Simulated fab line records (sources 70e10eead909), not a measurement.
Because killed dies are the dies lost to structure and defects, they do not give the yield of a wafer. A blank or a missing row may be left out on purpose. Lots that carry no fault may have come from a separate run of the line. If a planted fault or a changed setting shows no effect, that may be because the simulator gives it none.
A struck lot beside a sound one | flow nandHarc | 21 steps out of a route of 1159
Sound: these wafers, L194.3, L194.4, L194.5. Wafers struck: L204.1, L204.2, L204.6. The cause comes at the end.
At each step with rows: each side's tool, then ch and its chambers, then its first start. Under that, the readings that differ: sound wafers | struck wafers | difference of the means | sigmas: that difference in standard deviations of wafers without a fault.
alike: readings with means less than 2 such deviations apart, plus words and numbers identical on both sides. not compared: withheld readings, readings lacking a value on some wafer, bounds such as >300 that could conceal the same value, and numbers that have no deviation in the record and whose values overlap.
A row with sigmas, a row that says differs or no value, or rows on one side alone: a step with any of these is where the two part. Numbers that have no deviation but don't overlap get no sigmas and don't part them. Lack of a reading on every wafer of one side parts them only where that side has two or more wafers.

NHARC_A_BLC_CMP_25: polishes, t overpolish 30 s, target thk 150 nm.
  sound on cmp-03 ch 2,3, day 17 23:44; struck on cmp-03 ch 0,1,3, day 21 18:21
reading             | sound          | struck         | difference | sigmas
timeToEndpointS (s) | 27.4 23.9 29.4 | 32.9 33.2 33.0 | +6.1       | +2
  alike: motorCurrentA, overpolishRunS
after that, 1 step had no rows for these wafers: NHARC_A_BLC_SRD_27.
NHARC_A_BLC_INSPECT_28:
  sound: defectInspect-02 at day 18 00:09; struck: defectInspect-01 at day 21 18:44
  alike: rawDefectCount
then, 8 steps without rows for these wafers: NHARC_A_M0_DEP_00 (deposits SiOC, target thk 150 nm); NHARC_A_M0_DEHYDRATE_01 (time 120 s); NHARC_A_M0_HMDS_02 (time 30 s); NHARC_A_M0_COAT_33 (time 65 s); NHARC_A_M0_COAT_03 (resist thk 90 nm); NHARC_A_M0_SOFTBAKE_04 (time 55 s); NHARC_A_M0_EBR_05; NHARC_A_M0_EXPOSE_06 (exposes mask A M0, target cd 80 nm).
NHARC_A_M0_PEB_07: peb time 65 s.
  sound on lithoTrack-01 ch 0, day 18 00:52; struck on lithoTrack-06 ch 0, day 21 19:38
reading               | sound              | struck            | difference | sigmas
heaterPowerTotalW (W) | 156.4 156.3 156.4  | 150.8 150.7 150.4 | -5.7       | -14
plateTempC (C)        | 99.75 99.98 100.07 | 97.14 97.17 97.04 | -2.82      | -23
  alike: chillPlateTempC
then, 1 step without rows for these wafers: NHARC_A_M0_DEVELOP_08 (develop time 35 s).
NHARC_A_M0_CD_MEAS_09: the cd target is 80 nm.
  sound on cdSem-03 ch 0, day 18 00:57; struck on cdSem-02 ch 0, day 21 19:43
reading   | sound          | struck         | difference | sigmas
cdNm (nm) | 79.1 79.3 80.3 | 68.2 67.6 66.8 | -12.0      | -25
NHARC_A_M0_OVL_MEAS_10: pitch 160 nm.
  sound: overlay-02 at day 18 01:02; struck: overlay-01 at day 21 19:48
reading         | sound          | struck      | difference | sigmas
overlayXNm (nm) | -1.2 -1.2 -1.1 | 1.7 1.2 1.1 | +2.5       | +3
  alike: overlayYNm
NHARC_A_M0_INSPECT_11:
  sound: defectInspect-02 at day 18 01:04; struck: defectInspect-02 at day 21 19:50
  alike: rawDefectCount
NHARC_A_M0_DESCUM_14: chemistry O2, time 3 s.
  sound on rieDiel-04 ch 2,3, day 18 01:08; struck on rieDiel-07 ch 1,2, day 21 19:54
reading              | sound             | struck            | difference | sigmas
model.A_M0.cdNm (nm) | 79.39 79.57 79.61 | 67.21 66.92 66.21 | -12.74     | 
  alike: drypumpMotorCurrentA, oesProductAu, rfVppV, showerheadPlenumPTorr, throttleValvePct
  not compared: rfHoursCounterH
NHARC_A_M0_ETCH_34: etches the open film in N2/H2, target depth 40 nm, overetch 12 nm, time 43.94 s.
  sound on rieDiel-04 ch 0,1,2, day 18 01:14; struck on rieDiel-07 ch 0,1,3, day 21 19:59
reading             | sound             | struck            | difference | sigmas
oesProductAu (a.u.) | 1.004 1.008 1.005 | 0.995 0.990 0.992 | -0.013     | -2
  alike: drypumpMotorCurrentA, rfVppV, showerheadPlenumPTorr, throttleValvePct
  not compared: rfHoursCounterH
NHARC_A_M0_ETCH_15: etches the open film in C4F8/Ar, target depth 150 nm, overetch 15 nm, time 82.5 s.
  sound on rieDiel-04 ch 0,1,2; struck on rieDiel-07 ch 1,2,3
reading              | sound             | struck            | difference | sigmas
model.A_M0.cdNm (nm) | 78.77 79.42 79.18 | 66.99 66.55 65.84 | -12.66     | 
  alike: oesProductAu, rfVppV
  not compared: rfHoursCounterH
NHARC_A_M0_CD_MEAS_16:
  sound: cdSem-02 at day 18 01:26; struck: cdSem-03 at day 21 20:11
reading   | sound          | struck         | difference | sigmas
cdNm (nm) | 78.6 79.6 79.0 | 67.1 66.5 65.8 | -12.6      | -20
NHARC_A_M0_STRIP_18: strips in N2/H2.
  sound on rieDiel-11 ch 0,1,2, day 18 01:31; struck on rieDiel-11 ch 0,1, day 21 20:16
  alike: drypumpMotorCurrentA, oesProductAu, rfVppV, showerheadPlenumPTorr, throttleValvePct
  not compared: rfHoursCounterH

WHERE THEY PART
First at NHARC_A_BLC_CMP_25; last, within this record, at NHARC_A_M0_CD_MEAS_16. Later steps at which nothing parts them and some readings are alike: NHARC_A_M0_STRIP_18.

WHY: the cause the simulator had injected
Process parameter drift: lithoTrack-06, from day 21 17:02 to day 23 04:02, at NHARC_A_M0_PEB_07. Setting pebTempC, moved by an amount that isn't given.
